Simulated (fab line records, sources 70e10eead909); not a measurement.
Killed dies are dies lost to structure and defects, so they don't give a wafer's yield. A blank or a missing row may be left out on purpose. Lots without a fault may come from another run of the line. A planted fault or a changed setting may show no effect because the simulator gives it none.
fab line records | flow nand_harc
record lots=7 wafers=21 last_day=34
route steps=1302 shown A_CONTACT@1055 END@1302
lots that met no fault: from a run of the same line without faults
start_h: hours from the record's first day to the start of the lot's first wafer shown | wait_h: hours since the lot's step before | " the same as in the row above | L1.1+2: a row that stands for several wafers | - no value, or no start given | * or withheld: withheld | < > ~ a bound
route shown NAME@n: a module of which the file shows steps, and the number in the route of the first | usual: mean/standard deviation of fault-free wafers | same: alike in all rows | chamber/n: place in a boat | sites: the reading at each site | _std_site: their standard deviation | _edge_site: outer sites' mean less inner sites' | radius_mm: how far each site lies from the wafer's centre | mask NAME#n: copy n | behind: the tool/chamber that last shaped the wafer | hold: why the lot was held/for how many hours/how that ended | device: the transistor (n, p or np) that didn't switch | end of line: the same wafers' tests at the end of the route | a step without rows: its recipe alone | killed: dies lost to structure and defects at the first sort, not the wafer's yield | map: a wafer's dies, x killed, . not, _ none there
set.NAME: the setting as run; set.NAME@STEP: as run at that earlier step | model.NAME: the simulator's own value behind a step, which no gauge read
lots at some steps of the route; a table a step, a row a wafer
services: from which hour (start_h, from the record's first day; less than 0 if before it) a tool's chamber was out of use, for how many hours, and why
## steps
# step NHARC_A_CONTACT_ETCH_132
# recipe source_w=withheld pressure_mtorr=20 bias_v=3000 time_s=197 target_depth_a=19240 ar_flow_sccm=withheld c4f8_flow_sccm=withheld o2_flow_sccm=withheld chemistry=C4F8/O2/Ar
# usual oes_air_line_au=0.998/0.023
# columns lot.wafer tool chamber start_h wait_h oes_air_line_au rf_hours_counter_h
L387.3 har_cap_etch-01 0 518.36 0.1 1.004 -
L387.4 " 1 " " 0.999 -
L387.6 " 0 " " 0.985 -
L394.2 har_cap_etch-02 0 600.31 0.1 0.980 108
L394.6 " 0 " " 0.942 -
L394.5 " 1 " " 0.971 -
L396.2 har_cap_etch-01 1 605.69 0.1 1.003 17
L396.4 " 1 " " 1.008 -
L396.3 " 0 " " 0.980 -
L398.2 har_cap_etch-03 0 609.24 0.1 0.992 58
L398.4 " 1 " " 0.979 -
L398.6 " 0 " " 0.996 -
L404.2 har_cap_etch-03 1 655.77 0.1 0.996 70
L404.4 " 0 " " 0.995 -
L404.3 " 1 " " 1.006 -
L405.4 har_cap_etch-03 0 675.06 0.1 0.973 -
L405.3 " 1 " " 0.980 -
L405.6 " 1 " " 1.006 -
L410.3 har_cap_etch-03 1 737.99 0.1 0.983 -
L410.4 " 0 " " 0.972 -
L410.6 " 1 " " 0.950 -
# step NHARC_A_CONTACT_ETCH_133
# recipe source_w=withheld pressure_mtorr=20 bias_v=400 time_s=374 target_depth_a=16100 ar_flow_sccm=withheld c4f8_flow_sccm=11.5 o2_flow_sccm=7.2 chemistry=C4F8/O2/Ar
# usual oes_air_line_au=1.002/0.022
# columns lot.wafer tool chamber start_h wait_h oes_air_line_au rf_hours_counter_h
L387.3 har_cap_etch-01 0 518.62 0.2 1.026 -
L387.4 " 1 " " 1.062 -
L387.6 " 0 " " 0.996 -
L394.2 har_cap_etch-02 0 600.48 0.1 0.997 108
L394.6 " 0 " " 1.003 -
L394.5 " 1 " " 0.970 -
L396.2 har_cap_etch-01 1 605.86 0.1 0.990 17
L396.4 " 1 " " 1.004 -
L396.3 " 0 " " 0.992 -
L398.2 har_cap_etch-03 0 609.42 0.1 1.042 58
L398.4 " 1 " " 1.027 -
L398.6 " 0 " " 0.996 -
L404.2 har_cap_etch-03 1 655.98 0.2 0.975 70
L404.4 " 0 " " 1.028 -
L404.3 " 1 " " 0.986 -
L405.4 har_cap_etch-03 0 675.32 0.2 0.993 -
L405.3 " 1 " " 1.018 -
L405.6 " 1 " " 1.010 -
L410.3 har_cap_etch-03 1 738.25 0.2 0.981 -
L410.4 " 0 " " 1.035 -
L410.6 " 1 " " 1.031 -
# step NHARC_A_CONTACT_ETCH_91
# recipe target_depth_a=400 over_etch_frac=0.5 time_s=85.7 ion_energy_ev=120 ch3f_flow_sccm=50 o2_flow_sccm=30 ar_flow_sccm=200 rf_w=500 bias_w=100 chemistry=CH3F/O2
# step NHARC_A_CONTACT_ETCH_97
# recipe target_depth_a=200 over_etch_frac=0.5 time_s=10 ion_energy_ev=250 c4f6_flow_sccm=25 o2_flow_sccm=20 ar_flow_sccm=500 rf_w=600 bias_w=500 chemistry=C4F6/O2
# step NHARC_A_CONTACT_CD_MEAS_80
# usual cd_nm=289.4/0.75
# columns lot.wafer tool chamber start_h wait_h cd_nm
L387.3 cd_sem-01 - 519.49 - 288.5
L387.4 " - " " 288.4
L387.6 " - " " 288.5
L394.2 cd_sem-03 - 601.52 - 290.0
L394.5 " - " " 290.5
L394.6 " - " " 289.1
L396.2 cd_sem-02 - 606.86 - 289.0
L396.3 " - " " 288.7
L396.4 " - " " 289.8
L398.2 cd_sem-02 - 610.42 - 291.6
L398.4 " - " " 290.1
L398.6 " - " " 290.2
L404.2 cd_sem-03 - 656.92 - 289.8
L404.3 " - " " 289.6
L404.4 " - " " 289.8
L405.3 cd_sem-02 - 676.20 - 289.3
L405.4 " - " " 289.1
L405.6 " - " " 288.9
L410.3 cd_sem-01 - 739.12 - 288.5
L410.4 " - " " 288.1
L410.6 " - " " 288.5
# step NHARC_A_CONTACT_STRIP_103
# recipe n2_flow_sccm=150 h2_flow_sccm=150 ar_flow_sccm=0 bias_w=0 chemistry=N2/H2
# step NHARC_A_CONTACT_STRIP_104
# recipe cf4_flow_sccm=100 chf3_flow_sccm=30 ar_flow_sccm=0 bias_w=0 chemistry=CF4/CHF3
# step NHARC_A_CONTACT_STRIP_105
# recipe o2_flow_sccm=400 cos_flow_sccm=20 ar_flow_sccm=0 bias_w=0 chemistry=O2/COS
# step NHARC_A_CONTACT_ETCH_106
# recipe target_depth_a=900 overetch_a=90 time_s=49.5 ion_energy_ev=100 cf4_flow_sccm=80 o2_flow_sccm=20 ar_flow_sccm=0 rf_w=300 bias_w=100 chemistry=CF4/O2
# usual cf4_flow_sccm=79.99/0.23 drypump_motor_current_A=5.9/0.47 oes_o_777_au=1.000/0.0044 oes_product_au=1.003/0.01 rf_vpp_V=198.3/1.5 showerhead_plenum_p_Torr=1.36/0.069 throttle_valve_pct=13.397/0.0093
# columns lot.wafer tool chamber start_h wait_h cf4_flow_sccm drypump_motor_current_A oes_o_777_au oes_product_au rf_hours_counter_h rf_vpp_V showerhead_plenum_p_Torr throttle_valve_pct
L387.3 rie_diel-09 0 519.78 0.1 80.18 5.2 1.002 1.014 2 200.9 1.42 13.388
L387.4 " 1 " " 79.79 6.3 0.999 1.013 2 196.7 1.26 13.407
L387.6 " 3 " " 79.96 5.7 1.002 0.997 - 197.1 1.32 13.405
L394.2 rie_diel-09 1 601.81 0.0 79.91 6.3 1.007 0.996 15 197.0 1.26 13.395
L394.5 " 1 " " 79.91 6.4 0.997 1.005 - 194.9 1.26 13.415
L394.6 " 2 " " 80.17 6.0 0.995 0.993 - 199.8 1.44 13.381
L396.4 rie_diel-08 3 607.20 0.1 80.30 6.2 1.014 0.993 18 199.9 1.41 13.406
L396.3 " 1 " " 79.62 6.5 0.999 1.017 12 197.3 1.29 13.388
L396.2 " 2 " " 80.03 5.5 0.998 1.002 15 197.9 1.33 13.379
L398.2 rie_diel-09 2 610.71 0.1 79.73 6.0 1.006 1.010 17 200.0 1.44 13.408
L398.4 " 1 " " 79.51 6.3 0.995 1.004 16 198.0 1.26 13.393
L398.6 " 3 " " 79.87 5.7 1.003 1.002 - 196.9 1.31 13.406
L404.2 rie_diel-11 3 657.20 0.1 80.17 6.1 1.000 0.992 9 198.6 1.34 13.413
L404.3 " 0 " " 79.75 6.2 0.997 0.991 9 200.2 1.44 13.387
L404.4 " 2 " " 80.53 6.6 0.998 0.995 12 197.0 1.30 13.391
L405.4 rie_diel-11 1 676.48 0.1 80.27 6.1 0.992 1.011 18 196.3 1.28 13.389
L405.3 " 2 " " 79.92 6.6 0.999 0.988 20 195.4 1.30 13.411
L405.6 " 1 " " 79.95 6.2 0.995 1.000 - 195.9 1.28 13.401
L410.4 rie_diel-08 3 739.41 0.1 80.46 6.3 1.003 0.993 1 201.9 1.41 13.400
L410.3 " 1 " " 80.00 6.4 1.004 0.994 1 197.5 1.28 13.420
L410.6 " 3 " " 80.34 6.2 0.999 0.991 - 199.6 1.41 13.385
# step NHARC_A_CONTACT_STRIP_82
# recipe o2_flow_sccm=500 ar_flow_sccm=0 bias_w=0 chemistry=O2
# usual drypump_motor_current_A=5.9/0.47 oes_product_au=1.001/0.011 rf_vpp_V=57.8/0.91 showerhead_plenum_p_Torr=3.58/0.18 throttle_valve_pct=17.037/0.0083
# columns lot.wafer tool chamber start_h wait_h drypump_motor_current_A oes_product_au rf_hours_counter_h rf_vpp_V showerhead_plenum_p_Torr throttle_valve_pct
L387.3 rie_diel-09 3 - - 5.7 0.999 2 56.9 3.48 17.037
L387.4 " 0 " " 5.2 1.013 2 58.0 3.73 17.037
L387.6 " 3 " " 5.7 0.994 - 57.2 3.48 17.029
L394.2 rie_diel-09 3 - - 5.7 1.020 13 56.9 3.48 17.022
L394.6 " 0 " " 5.2 1.016 - 59.0 3.73 17.050
L394.5 " 1 " " 6.3 1.002 - 57.8 3.34 17.034
L396.3 rie_diel-08 3 - - 6.3 0.992 18 58.4 3.73 17.020
L396.4 " 0 " " 4.9 0.992 17 56.3 3.76 17.035
L396.2 " 1 " " 6.5 1.021 12 58.0 3.41 17.038
L398.2 rie_diel-09 2 - - 6.0 0.989 17 58.6 3.80 17.034
L398.4 " 3 " " 5.7 1.003 15 58.1 3.48 17.032
L398.6 " 1 " " 6.3 1.010 - 57.5 3.34 17.043
L404.2 rie_diel-11 3 - - 6.1 0.993 9 56.2 3.53 17.026
L404.3 " 0 " " 6.2 0.998 9 58.4 3.80 17.037
L404.4 " 1 " " 6.2 1.012 12 57.3 3.40 17.042
L405.3 rie_diel-11 1 - - 6.2 0.999 18 56.4 3.40 17.025
L405.4 " 2 " " 6.6 0.986 20 57.2 3.43 17.037
L405.6 " 2 " " 6.6 0.993 - 56.7 3.43 17.049
L410.3 rie_diel-08 3 - - 6.3 0.986 1 58.6 3.71 17.034
L410.4 " 1 " " 6.5 1.004 1 58.3 3.39 17.038
L410.6 " 0 " " 4.9 0.983 - 57.9 3.74 17.030
# step NHARC_A_CONTACT_STRIP_83
# recipe time_s=600 temp_c=30 chemistry=post_etch_residue_remover
# step NHARC_A_CONTACT_DEP_84
# recipe target_thk_a=28000 temp_c=400 material=aC
# usual susceptor_temp_C=400.02/0.21 throttle_valve_pct=35.000/0.0087
# columns lot.wafer tool chamber start_h wait_h susceptor_temp_C throttle_valve_pct
L387.3 acl_dep-03 0 521.00 - - 35.005
L387.4 " 0 " " - 35.007
L387.6 " 0 " " - 34.993
L394.2 acl_dep-01 0 606.18 - 399.91 34.998
L394.5 " 0 " " 400.00 35.000
L394.6 " 0 " " 399.84 35.006
L396.2 acl_dep-01 0 608.18 - 400.37 35.007
L396.3 " 0 " " 400.49 35.008
L396.4 " 0 " " 400.29 34.999
L398.2 acl_dep-01 0 611.73 - - 35.011
L398.4 " 0 " " - 35.002
L398.6 " 0 " " - 34.995
L404.2 acl_dep-02 0 658.98 - 400.17 35.013
L404.3 " 0 " " 400.32 34.992
L404.4 " 0 " " 400.08 34.991
L405.3 acl_dep-03 0 680.24 - - 34.992
L405.4 " 0 " " - 34.995
L405.6 " 0 " " - 35.011
L410.3 acl_dep-02 0 748.02 - 400.04 35.007
L410.4 " 0 " " 400.14 35.015
L410.6 " 0 " " 399.78 35.001
# step NHARC_A_CONTACT_DEP_85
# recipe target_thk_a=600 target_thk_nm=60 temp_c=400 pressure_torr=3.5 flow_sccm=200 rf_w=350 material=SiON
# usual chamber_pressure_Torr=3.501/0.0081 heater_power_outer_w=415/49 heater_power_w=714/65 susceptor_temp_C=400.00/0.23
# columns lot.wafer tool chamber start_h wait_h chamber_pressure_Torr heater_power_outer_w heater_power_w susceptor_temp_C
L387.3 pecvd-03 2 522.21 0.9 3.490 332 610 400.47
L387.4 " 0 " " 3.503 367 623 399.94
L387.6 " 2 " " 3.496 347 601 400.36
L394.2 pecvd-01 1 607.70 1.2 - - - -
L394.6 " 2 " " - - - -
L394.5 " 1 " " - - - -
L396.3 pecvd-04 0 609.64 0.9 - - - -
L396.2 " 1 " " - - - -
L396.4 " 0 " " - - - -
L398.2 pecvd-01 2 613.23 1.2 - - - -
L398.6 " 0 " " - - - -
L398.4 " 2 " " - - - -
L404.2 pecvd-01 2 660.45 1.2 3.495 477 717 400.00
L404.3 " 1 " " 3.505 427 683 400.38
L404.4 " 0 " " 3.499 441 769 399.92
L405.3 pecvd-03 2 681.42 0.9 3.489 372 667 399.92
L405.4 " 1 " " 3.511 375 701 400.11
L405.6 " 2 " " 3.492 371 651 399.62
L410.3 pecvd-04 2 749.20 0.9 3.497 480 820 400.17
L410.6 " 0 " " 3.517 406 697 400.35
L410.4 " 1 " " 3.506 398 693 400.09
# step NHARC_A_CONTACT_DEHYDRATE_00
# recipe temp_c=150 time_s=120
# step NHARC_END_SORT_01
# recipe temp_c=25
# usual killed_at_array=55/17 killed_at_other=1.1/1.6 killed_at_periphery=3.8/2.5 killed_dies=60/18 killed_open=3.3/1.9 killed_short=2.5/1.7
# same gross_dies=677
# columns lot.wafer tool chamber start_h wait_h killed_at_array killed_at_other killed_at_periphery killed_dies killed_open killed_short
L387.3 prober-01 0 581.75 3.1 58 0 8 66 4 3
L387.4 prober-01 0 582.55 3.4 56 0 4 60 2 2
L387.6 prober-01 0 584.15 4.0 88 0 8 96 7 3
L394.2 prober-01 0 660.55 2.8 669 1 7 677 6 4
L394.5 prober-01 0 663.00 3.8 671 1 5 677 2 2
L394.6 prober-01 0 663.82 4.1 671 0 6 677 5 1
L396.2 prober-02 0 660.57 2.8 674 3 0 677 3 2
L396.3 prober-02 0 661.36 3.1 667 4 6 677 1 1
L396.4 prober-02 0 662.14 3.3 673 0 4 677 2 2
L398.2 prober-02 0 668.31 2.8 672 2 3 677 4 3
L398.4 prober-02 0 669.91 3.4 676 1 0 677 1 2
L398.6 prober-02 0 671.51 4.0 675 0 2 677 2 1
L405.3 prober-02 0 737.73 3.1 33 0 2 35 4 1
L405.4 prober-02 0 738.52 3.4 32 1 0 33 0 1
L405.6 prober-02 0 740.12 4.0 26 1 1 28 2 1
# killed by level:class
L387.3 A_CHANNEL_HOLE_D2:chamber_film_flake=32 A_SLIT:chamber_film_flake=11 A_CONTACT:chamber_film_flake=4 P_GATE:chamber_film_flake=3 A_CHANNEL_FILL_D1:chamber_film_flake=3 P_STI:chamber_film_flake=2 P_BONDPAD:chamber_film_flake=2 A_STAIRCASE:chamber_film_flake=2
L387.4 A_CHANNEL_HOLE_D2:chamber_film_flake=23 A_SLIT:chamber_film_flake=17 A_CONTACT:chamber_film_flake=4 A_CHANNEL_FILL_D2:chamber_film_flake=3 A_WL_FILL:chamber_film_flake=3 P_BONDPAD:chamber_film_flake=2 A_CHANNEL_FILL_D1:chamber_film_flake=2 P_M0:geometric_particle:short=1
L387.6 A_CHANNEL_HOLE_D2:chamber_film_flake=33 A_SLIT:chamber_film_flake=32 P_STI:chamber_film_flake=4 A_M0:geometric_particle:open=3 A_CHANNEL_FILL_D1:chamber_film_flake=3 A_STAIRCASE:chamber_film_flake=3 A_WL_FILL:chamber_film_flake=3 A_CONTACT:chamber_film_flake=3
L394.2 A_CONTACT:area_dep=591 A_CHANNEL_HOLE_D1:chamber_film_flake=29 A_SLIT:chamber_film_flake=21 A_CHANNEL_HOLE_D2:chamber_film_flake=12 A_STAIRCASE:chamber_film_flake=6 P_ZERO_WELL:chamber_film_flake=4 A_CONTACT:geometric_particle:open=2 A_CHANNEL_FILL_D2:geometric_particle:open=2
L396.2 A_CONTACT:area_dep=658 A_CHANNEL_HOLE_D1:chamber_film_flake=3 A_SLIT:chamber_film_flake=3 A_CONTACT:chamber_film_flake=3 THIN_TSV:chamber_film_flake=3 A_ONON_D1:geometric_particle:open=1 A_DECK1_JOINT:geometric_particle:short=1 A_ONON_D2:geometric_particle:short=1
L396.3 A_CONTACT:area_dep=658 THIN_TSV:chamber_film_flake=4 P_ZERO_WELL:chamber_film_flake=3 P_M1:chamber_film_flake=3 A_CHANNEL_HOLE_D1:chamber_film_flake=2 A_CHANNEL_HOLE_D2:chamber_film_flake=2 A_CONTACT:chamber_film_flake=2 A_DECK1_JOINT:geometric_particle:open=1
L396.4 A_CONTACT:area_dep=657 A_CONTACT:chamber_film_flake=4 A_CHANNEL_HOLE_D1:chamber_film_flake=3 A_SLIT:chamber_film_flake=2 A_WL_FILL:chamber_film_flake=2 P_M0:geometric_particle:short=1 A_STAIRCASE:geometric_particle:short=1 A_CONTACT:geometric_particle:open=1
L394.5 A_CONTACT:area_dep=582 A_CHANNEL_HOLE_D1:chamber_film_flake=40 A_SLIT:chamber_film_flake=32 A_CHANNEL_HOLE_D2:chamber_film_flake=7 A_CONTACT:chamber_film_flake=5 P_ZERO_WELL:chamber_film_flake=3 A_STAIRCASE:chamber_film_flake=2 P_CONTACT:geometric_particle:short=1
L394.6 A_CONTACT:area_dep=583 A_CHANNEL_HOLE_D1:chamber_film_flake=34 A_SLIT:chamber_film_flake=20 A_CHANNEL_HOLE_D2:chamber_film_flake=18 A_CONTACT:chamber_film_flake=6 A_STAIRCASE:chamber_film_flake=5 P_GATE:chamber_film_flake=4 P_M0:geometric_particle:open=1
L398.2 A_CONTACT:area_dep=609 A_CHANNEL_HOLE_D1:chamber_film_flake=24 A_SLIT:chamber_film_flake=22 A_CHANNEL_FILL_D1:chamber_film_flake=4 P_ZERO_WELL:chamber_film_flake=2 A_WL_FILL:chamber_film_flake=2 THIN_TSV:chamber_film_flake=2 P_CONTACT:geometric_particle:open=1
L398.4 A_CONTACT:area_dep=606 A_CHANNEL_HOLE_D1:chamber_film_flake=34 A_SLIT:chamber_film_flake=31 A_DECK1_JOINT:geometric_particle:short=1 A_M0:geometric_particle:open=1 A_M1:geometric_particle:short=1 A_DECK1_JOINT:chamber_film_flake=1 A_WL_FILL:chamber_film_flake=1
L398.6 A_CONTACT:area_dep=622 A_CHANNEL_HOLE_D1:chamber_film_flake=30 A_SLIT:chamber_film_flake=18 P_BONDPAD:chamber_film_flake=2 A_ONON_D1:geometric_particle:short=1 A_ONON_D2:geometric_particle:open=1 A_M0:geometric_particle:open=1 A_DECK1_JOINT:chamber_film_flake=1
L405.3 A_STAIRCASE:chamber_film_flake=13 A_CHANNEL_HOLE_D1:chamber_film_flake=7 A_SLIT:chamber_film_flake=4 A_WL_FILL:chamber_film_flake=2 A_ONON_D1:geometric_particle:short=1 A_CHANNEL_FILL_D1:geometric_particle:open=1 A_ONON_D2:geometric_particle:open=1 A_SLIT:geometric_particle:open=1
L405.4 A_STAIRCASE:chamber_film_flake=11 A_CHANNEL_HOLE_D1:chamber_film_flake=10 A_SLIT:chamber_film_flake=5 A_WL_FILL:chamber_film_flake=2 A_CONTACT:chamber_film_flake=2 A_ONON_D2:geometric_particle:short=1 A_DECK1_JOINT:chamber_film_flake=1 THIN_TSV:chamber_film_flake=1
L405.6 A_CHANNEL_HOLE_D1:chamber_film_flake=10 A_SLIT:chamber_film_flake=8 A_STAIRCASE:chamber_film_flake=3 A_CONTACT:chamber_film_flake=2 A_ONON_D2:geometric_particle:short=1 A_BLC:geometric_particle:open=1 A_M1:geometric_particle:open=1 P_STI:chamber_film_flake=1
# map L394.2 (x killed, . not)
____________x____________
_________xxxxxxx_________
_______xxxxxxxxxxx_______
______xxxxxxxxxxxxx______
_____xxxxxxxxxxxxxxx_____
____xxxxxxxxxxxxxxxxx____
____xxxxxxxxxxxxxxxxx____
___xxxxxxxxxxxxxxxxxxx___
___xxxxxxxxxxxxxxxxxxx___
__xxxxxxxxxxxxxxxxxxxxx__
__xxxxxxxxxxxxxxxxxxxxx__
_xxxxxxxxxxxxxxxxxxxxxxx_
_xxxxxxxxxxxxxxxxxxxxxxx_
_xxxxxxxxxxxxxxxxxxxxxxx_
_xxxxxxxxxxxxxxxxxxxxxxx_
_xxxxxxxxxxxxxxxxxxxxxxx_
xxxxxxxxxxxxxxxxxxxxxxxxx
xxxxxxxxxxxxxxxxxxxxxxxxx
xxxxxxxxxxxxxxxxxxxxxxxxx
xxxxxxxxxxxxxxxxxxxxxxxxx
xxxxxxxxxxxxxxxxxxxxxxxxx
_xxxxxxxxxxxxxxxxxxxxxxx_
_xxxxxxxxxxxxxxxxxxxxxxx_
_xxxxxxxxxxxxxxxxxxxxxxx_
_xxxxxxxxxxxxxxxxxxxxxxx_
_xxxxxxxxxxxxxxxxxxxxxxx_
__xxxxxxxxxxxxxxxxxxxxx__
__xxxxxxxxxxxxxxxxxxxxx__
___xxxxxxxxxxxxxxxxxxx___
___xxxxxxxxxxxxxxxxxxx___
____xxxxxxxxxxxxxxxxx____
____xxxxxxxxxxxxxxxxx____
_____xxxxxxxxxxxxxxx_____
______xxxxxxxxxxxxx______
_______xxxxxxxxxxx_______
_________xxxxxxx_________
____________x____________
# map L396.2 (x killed, . not)
____________x____________
_________xxxxxxx_________
_______xxxxxxxxxxx_______
______xxxxxxxxxxxxx______
_____xxxxxxxxxxxxxxx_____
____xxxxxxxxxxxxxxxxx____
____xxxxxxxxxxxxxxxxx____
___xxxxxxxxxxxxxxxxxxx___
___xxxxxxxxxxxxxxxxxxx___
__xxxxxxxxxxxxxxxxxxxxx__
__xxxxxxxxxxxxxxxxxxxxx__
_xxxxxxxxxxxxxxxxxxxxxxx_
_xxxxxxxxxxxxxxxxxxxxxxx_
_xxxxxxxxxxxxxxxxxxxxxxx_
_xxxxxxxxxxxxxxxxxxxxxxx_
_xxxxxxxxxxxxxxxxxxxxxxx_
xxxxxxxxxxxxxxxxxxxxxxxxx
xxxxxxxxxxxxxxxxxxxxxxxxx
xxxxxxxxxxxxxxxxxxxxxxxxx
xxxxxxxxxxxxxxxxxxxxxxxxx
xxxxxxxxxxxxxxxxxxxxxxxxx
_xxxxxxxxxxxxxxxxxxxxxxx_
_xxxxxxxxxxxxxxxxxxxxxxx_
_xxxxxxxxxxxxxxxxxxxxxxx_
_xxxxxxxxxxxxxxxxxxxxxxx_
_xxxxxxxxxxxxxxxxxxxxxxx_
__xxxxxxxxxxxxxxxxxxxxx__
__xxxxxxxxxxxxxxxxxxxxx__
___xxxxxxxxxxxxxxxxxxx___
___xxxxxxxxxxxxxxxxxxx___
____xxxxxxxxxxxxxxxxx____
____xxxxxxxxxxxxxxxxx____
_____xxxxxxxxxxxxxxx_____
______xxxxxxxxxxxxx______
_______xxxxxxxxxxx_______
_________xxxxxxx_________
____________x____________
## services
# columns tool chamber start_h hours kind
rie_diel-09 - 497.14 9.0 pm
har_cap_etch-01 - 498.16 17.0 pm
pecvd-01 - 499.81 55.1 repair
rie_diel-09 1 539.40 16.1 repair
rie_diel-08 - 544.93 9.0 pm
pecvd-03 - 547.31 13.0 pm
acl_dep-01 - 550.03 13.0 pm
rie_diel-08 1 558.67 8.7 repair
pecvd-04 1 560.85 5.8 repair
rie_diel-08 - 586.61 0.7 repair
rie_diel-11 1 592.30 20.3 repair
har_cap_etch-02 - 596.77 0.3 repair
pecvd-03 2 604.12 21.4 repair
acl_dep-02 - 609.13 13.0 pm
rie_diel-11 - 612.99 9.0 pm
rie_diel-09 - 620.17 1.2 repair
pecvd-01 - 673.64 13.0 pm
rie_diel-09 - 674.14 9.0 pm
rie_diel-08 3 700.99 14.5 repair
rie_diel-11 2 702.89 3.4 repair
har_cap_etch-01 - 707.27 0.3 repair
rie_diel-08 - 723.74 9.0 pm
rie_diel-09 3 725.36 9.6 repair
acl_dep-01 - 734.02 13.0 pm
## key
first_sign step=NHARC_A_CONTACT_DEP_85 reading=tool_record direction=missing
effect step=NHARC_END_SORT_01 reading=killed_at_array direction=up sigmas=35 usual=55 struck=672
more_kills_born_at NHARC_A_CONTACT_DEP_85@pecvd-01=3593 NHARC_A_CONTACT_DEP_85@pecvd-04=1973
met_at NHARC_A_CONTACT_DEP_85
struck_wafers L394.2,L394.5,L394.6,L396.2,L396.3,L396.4,L398.2,L398.4,L398.6
later_rows_left_out L394.2,L394.5,L394.6,L396.2,L396.3,L396.4,L398.2,L398.4,L398.6
tester_left_out L394,L396,L398
fault kind=skipped_step_whole tool=pecvd-01,pecvd-04 chamber=- onset_h=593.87 steps=NHARC_A_CONTACT_DEP_85 scope=struck_lots_only
# tester_left_out: of these lots the tester's yield and bins aren't shown, on N5 and GAA mostly nor the transistor test; their killed dies are dies lost to structure and defects alone, not to doping, threshold or leakage, so they don't give the yield
# later_rows_left_out: the simulator's readings of these wafers behind a module that went badly wrong aren't trusted and aren't shown, but for the sort
